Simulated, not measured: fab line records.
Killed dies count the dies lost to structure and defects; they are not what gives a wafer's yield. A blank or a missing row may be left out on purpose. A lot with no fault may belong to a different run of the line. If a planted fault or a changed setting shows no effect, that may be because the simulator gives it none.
A struck lot beside a sound one || flow nand-harc || 15 out of 1302 route steps
Sound: these wafers, L713.4, L713.5, L713.6. Struck: wafer L704.4 (L704.1, L704.5, from the same lot, were not struck and are left out); the cause is given at the end.
At each step with rows: each side's tool, then ch and its chambers, then its first start. Under that, the readings that differ: sound wafers || struck wafers || difference of the means || sigmas: that difference in standard deviations of wafers without a fault.
alike: same words and numbers on both sides, and readings whose means sit less than 2 such deviations apart. not compared: any withheld reading, any reading some wafer has no value for, any bound like >300 that may hide the same value, and any number with overlapping values for which the record gives no deviation.
A row with sigmas, a row that says differs or no value, or rows on one side alone: a step with any of these is where the two part. Numbers that have no deviation but don't overlap get no sigmas and don't part them. A reading that every wafer of one side lacks parts them only if that side has two wafers or more.

NHARC_A_CHANNEL_HOLE_D2_STRIP_28: strips in O2.
  sound: rie-diel-08 ch 0,1; struck: rie-diel-02 ch 0
  alike: chamber-pressure-mTorr, drypump-motor-current-A, oes-product-au, rf-vpp-V, showerhead-plenum-p-Torr, throttle-valve-pct
  not compared: rf-hours-counter-h
then, 2 steps without rows for these wafers: NHARC_A_CHANNEL_HOLE_D2_PRECLEAN_29 (cleans in SC1); NHARC_A_CHANNEL_HOLE_D2_SRD_30.
NHARC_A_CHANNEL_HOLE_D2_CD_MEAS_31:
  sound on cd-sem-03 at day 19 16:25; struck on cd-sem-02 at day 15 05:23
{"reading": "cd-nm (nm)", "sound": "89.9 87.2 88.1", "struck": 91.7, "difference": "+3.3", "sigmas": "+2"}
NHARC_A_CHANNEL_HOLE_D2_XSEM_32:
  sound on xsem-02 ch 0, day 19 16:31; struck on xsem-01 ch 0, day 15 05:29
  alike: bot-cd-nm, bow-nm, tilt-deg
NHARC_A_CHANNEL_HOLE_D2_INSPECT_40:
  sound on defect-inspect-01 at day 19 16:36; struck on defect-inspect-02 at day 15 05:35
  alike: raw-defect-count
then, 3 steps without rows for these wafers: NHARC_A_CHANNEL_FILL_D2_PRECLEAN_00 (cleans in SC1); NHARC_A_CHANNEL_FILL_D2_SRD_01; NHARC_A_CHANNEL_FILL_D2_ALD_02 (deposits SiO2, target thk 6 nm, pulse time 10 s, ald cycles 60).
NHARC_A_CHANNEL_FILL_D2_ALD_03: deposits SiNx, target thk 6 nm, pulse time 60 s, ald cycles 58.
  sound: ald-sin-batch-03 ch 0; struck: ald-sin-batch-02 ch 0
  alike: precursor-pulse-height-rel
  not compared: ald-cycles
NHARC_A_CHANNEL_FILL_D2_ALD_14: deposits SiO2, target thk 2.5 nm, pulse time 10 s, ald cycles 25.
  sound on ald-hk-03 ch 0,2,3, day 20 00:08; struck on ald-hk-04 ch 3, day 15 12:50
  alike: heater-power-outer-w, heater-power-w, precursor-pulse-height-rel
  not compared: ald-cycles
NHARC_A_CHANNEL_FILL_D2_ALD_15: deposits SiNx, target thk 2 nm, pulse time 60 s, ald cycles 19.
  sound: ald-sin-batch-02 ch 0; struck: ald-sin-batch-03 ch 0
  alike: precursor-pulse-height-rel
  not compared: ald-cycles
NHARC_A_CHANNEL_FILL_D2_ALD_16: deposits SiO2, target thk 1.5 nm, pulse time 10 s, ald cycles 15.
  sound on ald-hk-03 ch 0,2,3, day 20 05:19; struck on ald-hk-03 ch 3, day 15 18:02
{"reading": "ald-cycles", "sound": "15 15 15", "struck": 17, "difference": "+2", "sigmas": ""}
  alike: heater-power-outer-w, heater-power-w, precursor-pulse-height-rel
then, 1 step without rows for these wafers: NHARC_A_CHANNEL_FILL_D2_ANNEAL_17 (time 1800 s).
-- jump in the record: it breaks off in module A_CHANNEL_FILL_D2 and resumes in module END (first step shown: number 1302 of the route), and 10 days separate the struck wafers' starts before and after --
NHARC_END_SORT_01:
  sound on prober-01 ch 0, day 30 09:30; struck on prober-01 ch 0, day 25 22:22
  alike: killed-at-array, killed-at-other, killed-at-periphery, killed-dies, killed-open, killed-short

## WHERE THEY PART
Within this record, at NHARC_A_CHANNEL_HOLE_D2_CD_MEAS_31 only. Later steps at which nothing parts them and some readings are alike: NHARC_A_CHANNEL_HOLE_D2_XSEM_32, NHARC_A_CHANNEL_HOLE_D2_INSPECT_40, NHARC_A_CHANNEL_FILL_D2_ALD_03, NHARC_A_CHANNEL_FILL_D2_ALD_14, NHARC_A_CHANNEL_FILL_D2_ALD_15, NHARC_A_CHANNEL_FILL_D2_ALD_16, NHARC_END_SORT_01.

WHY: whatever the simulator had introduced
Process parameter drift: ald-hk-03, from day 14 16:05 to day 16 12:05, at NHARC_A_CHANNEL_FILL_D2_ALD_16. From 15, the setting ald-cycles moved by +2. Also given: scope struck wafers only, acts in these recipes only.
